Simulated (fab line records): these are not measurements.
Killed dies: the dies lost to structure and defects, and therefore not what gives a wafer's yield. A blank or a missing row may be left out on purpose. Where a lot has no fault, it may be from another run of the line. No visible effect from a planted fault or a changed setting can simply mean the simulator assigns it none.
A lot that was struck, set against a sound lot + flow n5 finfet + 41 steps out of a route of 1938
Sound: the wafers L788.3, L788.4, L788.6. Struck: wafer L799.1 (left out: L799.3, L799.6 of the same lot, which were not struck); the cause appears at the end.
At each step with rows: each side's tool, then ch and its chambers, then its first start. Under that, the readings that differ: sound wafers + struck wafers + difference of the means + sigmas: that difference in standard deviations of wafers without a fault.
alike: readings whose means differ by less than 2 such deviations, and words and numbers that are the same on both sides. not compared: withheld readings, readings that some wafer has no value for, bounds like >300 that may hide the same value, and numbers for which the record gives no deviation and whose values overlap.
A row with sigmas, a row that says differs or no value, or rows on one side alone: a step with any of these is where the two part. Non-overlapping numbers with no deviation appear without sigmas and do not part them. A reading that every wafer of one side lacks parts them only if that side has two wafers or more.

first, 11 steps without rows for these wafers: N5_FIN_SAQP_MANDREL_ETCH_22 (etches a-Si in HBr/Cl2, stops on SiNx, target depth 60 nm, bt time 10 s, time 30 s); N5_FIN_SAQP_STRIP_55 (strips in N2/H2); N5_FIN_SAQP_STRIP_23 (strips in SPM, time 750 s); N5_FIN_SAQP_SRD_66 (time 30 s); N5_FIN_SAQP_RECESS_75 (chemistry HF/NH3, target SiO2, target depth 14.4 nm, afs cycles 3, sublimation time 60 s); N5_FIN_SAQP_SPACER1_ALD_24 (deposits SiO2, target thk 20.3 nm, pulse time 1 s, purge time 2 s); N5_FIN_SAQP_SPACER1_ETCHBACK_25 (etches SiO2 in CHF3/O2, target depth 24.4 nm, time 12.2 s); N5_FIN_SAQP_MANDREL1_REMOVE_56 (chemistry HBr/Cl2/O2, target a-Si, stops on SiNx, bt time 10 s); N5_FIN_SAQP_ETCH_57 (etches SiNx in CH3F/O2, target depth 32.5 nm, time 46.4 s); N5_FIN_SAQP_ETCH_65 (etches SiO2 in CF4, target depth 4 nm, time 4.4 s); N5_FIN_SAQP_MANDREL_ETCH_58 (etches a-Si in HBr/Cl2, stops on SiNx, target depth 45 nm, bt time 10 s, time 27 s).
N5_FIN_SAQP_RECESS_63: chemistry HF/NH3, target SiO2, target depth 18 nm, afs cycles 3, sublimation time 60 s.
  sound on vapor etch-02 ch 0,1, day 2 17:44; struck on vapor etch-02 ch 1, day 5 11:59
| reading                | sound                | struck | difference | sigmas |
|------------------------|----------------------|--------|------------|--------|
| foreline p Torr (Torr) | 0.1277 0.1277 0.1281 | 0.1287 | +0.0009    | +2     |
  alike: drypump motor current A, temp c
then, 16 steps without rows for these wafers: N5_FIN_SAQP_COAT_68 (time 60 s, resist thk 100 nm); N5_FIN_SAQP_ETCH_69 (etches SOC in N2/H2, stops on SiNx, target depth 150 nm); N5_FIN_SAQP_ETCH_67 (etches SiNx in CH3F/O2, target depth 30 nm); N5_FIN_SAQP_STRIP_70 (strips in N2/H2); N5_FIN_SAQP_RECESS_71 (chemistry HF/NH3, target SiO2, target depth 3 nm, afs cycles 1, sublimation time 60 s); N5_FIN_SAQP_SPACER2_ALD_28 (deposits SiO2, target thk 8.1 nm, pulse time 1 s, purge time 2 s); N5_FIN_SAQP_SPACER2_ETCHBACK_29 (etches SiO2 in CHF3/O2, target depth 12.2 nm, time 6.1 s); N5_FIN_SAQP_MANDREL2_REMOVE_60 (chemistry HBr/Cl2/O2, target a-Si, stops on SiNx, bt time 10 s); N5_FIN_SAQP_HM_OPEN_33 (chemistry CH3F/O2, target SiNx, target depth 49.4 nm, time 70.6 s); N5_FIN_SAQP_ETCH_34 (etches SiO2 in C4F6/O2, target depth 45 nm, time 15 s); N5_FIN_SAQP_STRIP_77 (strips in N2/H2, time 90 s); N5_FIN_SAQP_ETCH_64 (etches SiO2 in CF4, target depth 1.5 nm); N5_FIN_SAQP_FIN_ETCH_36 (etches the open film in HBr/Cl2/O2, target depth 120 nm, time 50.4 s); N5_FIN_SAQP_PRECLEAN_38 (cleans in O3/DIW, time 45 s); N5_FIN_SAQP_PRECLEAN_45 (cleans in dHF, time 10 s); N5_FIN_SAQP_SRD_39 (time 30 s).
N5_FIN_SAQP_INSPECT_40: inspects for defects (brightfield).
  sound on defect inspect-01, day 2 20:13; struck on defect inspect-02, day 5 13:53
| reading          | sound       | struck | difference | sigmas |
|------------------|-------------|--------|------------|--------|
| raw defect count | 153 115 102 | 979    | +856       | +13    |
then, 8 steps without rows for these wafers: N5_FIN_CUT_COAT_18 (time 60 s, resist thk 230 nm); N5_FIN_CUT_COAT_19 (time 60 s, resist thk 20 nm); N5_FIN_CUT_COAT_29 (time 60 s, resist thk 10 nm); N5_FIN_CUT_COAT_02 (resist thk 30 nm); N5_FIN_CUT_EBR_04; N5_FIN_CUT_SOFTBAKE_03 (time 60 s); N5_FIN_CUT_EXPOSE_05 (exposes mask FIN CUT); N5_FIN_CUT_PEB_06 (peb time 60 s).
N5_FIN_CUT_INSPECT_10: inspects for defects (brightfield).
  sound on defect inspect-02, day 2 20:37; struck on defect inspect-01, day 5 14:17
| reading          | sound    | struck | difference | sigmas |
|------------------|----------|--------|------------|--------|
| raw defect count | 38 25 27 | 828    | +798       | +73    |
N5_FIN_CUT_INSPECT_17: inspects for defects (brightfield).
  sound on defect inspect-02, day 2 21:44; struck on defect inspect-02, day 5 15:29
| reading          | sound       | struck | difference | sigmas |
|------------------|-------------|--------|------------|--------|
| raw defect count | 145 109 112 | 994    | +872       | +14    |
-- here the record skips 7 days between the struck wafers' starts before and after, leaving off in module FIN_CUT and picking up in module BEOL_M4 (first step shown: number 1111 of the route) --
N5_BEOL_M4_RC_MEAS_101:
  sound on prober-02 ch 0, day 10 19:29; struck on prober-02 ch 0, day 13 02:58
  alike: DIBL_N, DIBL_P, IOFF_N, IOFF_P, ION_N, ION_P, SS_N, SS_P, VT_N, VT_P
-- the record jumps here: 4 days lie between the struck wafers' starts before and after (it left off in module BEOL_M4 and takes up again in module PASSIVATION, whose first step shown is number 1936 of the route) --
N5_PASSIVATION_PROBE_49:
  record: rows for the struck wafers here (prober-02, day 17 11:49), none for the sound ones

## WHERE THEY PART
Earliest at N5_FIN_SAQP_RECESS_63; latest, in this record, at N5_PASSIVATION_PROBE_49.

WHY: whatever the simulator had introduced
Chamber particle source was vapor etch-02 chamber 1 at N5_FIN_SAQP_RECESS_63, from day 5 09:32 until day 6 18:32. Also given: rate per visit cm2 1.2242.
